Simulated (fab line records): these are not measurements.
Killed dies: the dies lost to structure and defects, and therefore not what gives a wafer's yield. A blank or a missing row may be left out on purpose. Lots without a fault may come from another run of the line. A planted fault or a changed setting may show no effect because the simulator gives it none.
Split-lot trial    flow n5Finfet    7 lots, 21 wafers read, on a route of 1938 steps

ABOUT THE SPLIT
At N5_BEOL_M2_PECVD_72 (deposits SiO2 from TEOS/O2, target thk 16 nm, time 18 s), the setting tempC was moved away from the recipe's 400 C on 5 of the 21 wafers read, by -3.2% to +3.2%. This setting was run at the recipe's value on the other wafers.

FROM THE SPLIT TO THE READING: what the file shows between them, 5 steps
- N5_BEOL_M2_ETCH_69: etches SiARC in CF4, target depth 15.6 nm, time 26 s (also split here: biasW)
- N5_BEOL_M2_VIA_ETCH_34: etches the open film in C4F6/O2, target depth 69.4 nm, time 65.9 s (also split here: timeS)
- N5_BEOL_M2_STRIP_83: strips in C4F6/O2
- N5_BEOL_M2_STRIP_36: strips in N2/H2
- N5_BEOL_M2_STRIP_97: strips in N2/H2, time 10 s

THE READING
SiO2_of_BEOL_M2_PECVD_72.thkNm (the simulator's own value, which no gauge read), in nm, at N5_BEOL_M2_HM_STRIP_39 (strips TiN in peroxide tin strip, target depth 25 nm, time 158 s). There is no usual value for it anywhere in the file. Average 15.9 nm, standard deviation 0.3 nm, over the 16 wafers here run with the recipe.

wafer   tool, chamber at the split  tempC as run, C  against the recipe  SiO2_of_BEOL_M2_PECVD_72.thkNm, nm  against lot-mates on the recipe
L078.2  pecvd-04, 1                 400              recipe              16.2                                -
L078.5  pecvd-04, 0                 400              recipe              16.4                                -
L078.6  pecvd-04, 1                 400              recipe              16.4                                -
L081.1  pecvd-03, 2                 387.1            -3.2%               17                                  +1.2
L081.4  pecvd-03, 1                 387.1            -3.2%               17.6                                +1.8
L081.5  pecvd-03, 2                 400              recipe              15.8                                -
L083.1  pecvd-03, 0                 400              recipe              15.8                                -
L083.2  pecvd-03, 2                 412.9            +3.2%               14.2                                -1.6
L083.3  pecvd-03, 1                 412.9            +3.2%               14.6                                -1.2
L088.4  pecvd-01, 1                 400              recipe              16                                  -
L088.5  pecvd-01, 1,0               400              recipe              15.8                                -
L088.6  pecvd-01, 1,0               400              recipe              15.8                                -
L089.2  pecvd-03, 1,2               400              recipe              16                                  -
L089.5  pecvd-03, 1,2               400              recipe              16                                  -
L089.3  pecvd-03, 2                 400              recipe              15.6                                -
L090.1  pecvd-03, 1,2               400              recipe              15.8                                -
L090.4  pecvd-03, 1,2               400              recipe              15.8                                -
L090.2  pecvd-03, 2                 400              recipe              15.6                                -
L093.1  pecvd-04, 2                 400              recipe              15.2                                -
L093.2  pecvd-04, 1                 400              recipe              15.6                                -
L093.6  pecvd-04, 2                 392.8            -1.8%               16.6                                +1.2
If several chambers appear in one row, that row covers several wafers at once and the file leaves open which wafer was in which chamber.

THE FIT
A straight line over all 21 wafers: SiO2_of_BEOL_M2_PECVD_72.thkNm changes by -0.447 nm for each +1% of tempC; r = -0.92; the points scatter about the line by 0.3 nm.
The same after taking each lot's own level away (the mean of its wafers on the recipe; 21 wafers): -0.464 nm for each +1%; r = -0.97; scatter 0.19 nm.
On that fit, the largest move of tempC shifts the reading by 1.5 nm.
The span of the lots' own levels, 15.40 to 16.33 nm, comes to 3.1 times the standard deviation stated above.
So the lot-to-lot level changes the slope little: the two slopes agree.
Check: for one of the wafers moved furthest among these (-3.2%), held out of the fit, the line's prediction against its lot-mates is +1.64 nm. It came out at +1.2 nm against them.

ADDITIONAL SPLITS CARRIED BY THESE WAFERS
Before the reading, these wafers also passed through other splits. Each is held against what the fit with the lots' levels taken away leaves over:
other split on the same wafers   wafers away from the commonest value  r with SiO2_of_BEOL_M2_PECVD_72.thkNm (lot level and that fit taken away)
N5_BEOL_M0_SAQP_COAT_34 spinRpm  5                                     -0.37
N5_BEOL_M0_ETCH_138 biasW        8                                     +0.13
N5_BEOL_M0_ETCH_109 biasW        5                                     +0.20
N5_BEOL_M1_VIA_ETCH_34 timeS     5                                     +0.14
N5_BEOL_M1_TRENCH_ETCH_37 timeS  9                                     -0.05
N5_BEOL_M2_ETCH_69 biasW         10                                    +0.24
N5_BEOL_M2_VIA_ETCH_34 timeS     7                                     -0.09

THE WHOLE CHAIN: every reading that the file lists as answering this split, in the file's order
step                    what it does                                                      reading                                                                          change (the file's fit)                r (the file's)
N5_BEOL_M2_PECVD_72     deposits SiO2 from TEOS/O2, target thk 16 nm, time 18 s           SiO2_of_BEOL_M2_PECVD_72.thkNm (the simulator's own value, which no gauge read)  -0.45 nm for each +1% of the setting   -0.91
N5_BEOL_M2_HM_STRIP_39  strips TiN in peroxide tin strip, target depth 25 nm, time 158 s  SiO2_of_BEOL_M2_PECVD_72.thkNm (the simulator's own value, which no gauge read)  -0.479 nm for each +1% of the setting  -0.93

THE FILE'S OWN FIT
SiO2_of_BEOL_M2_PECVD_72.thkNm changes by -0.479 nm for each +1% of tempC, r = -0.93.
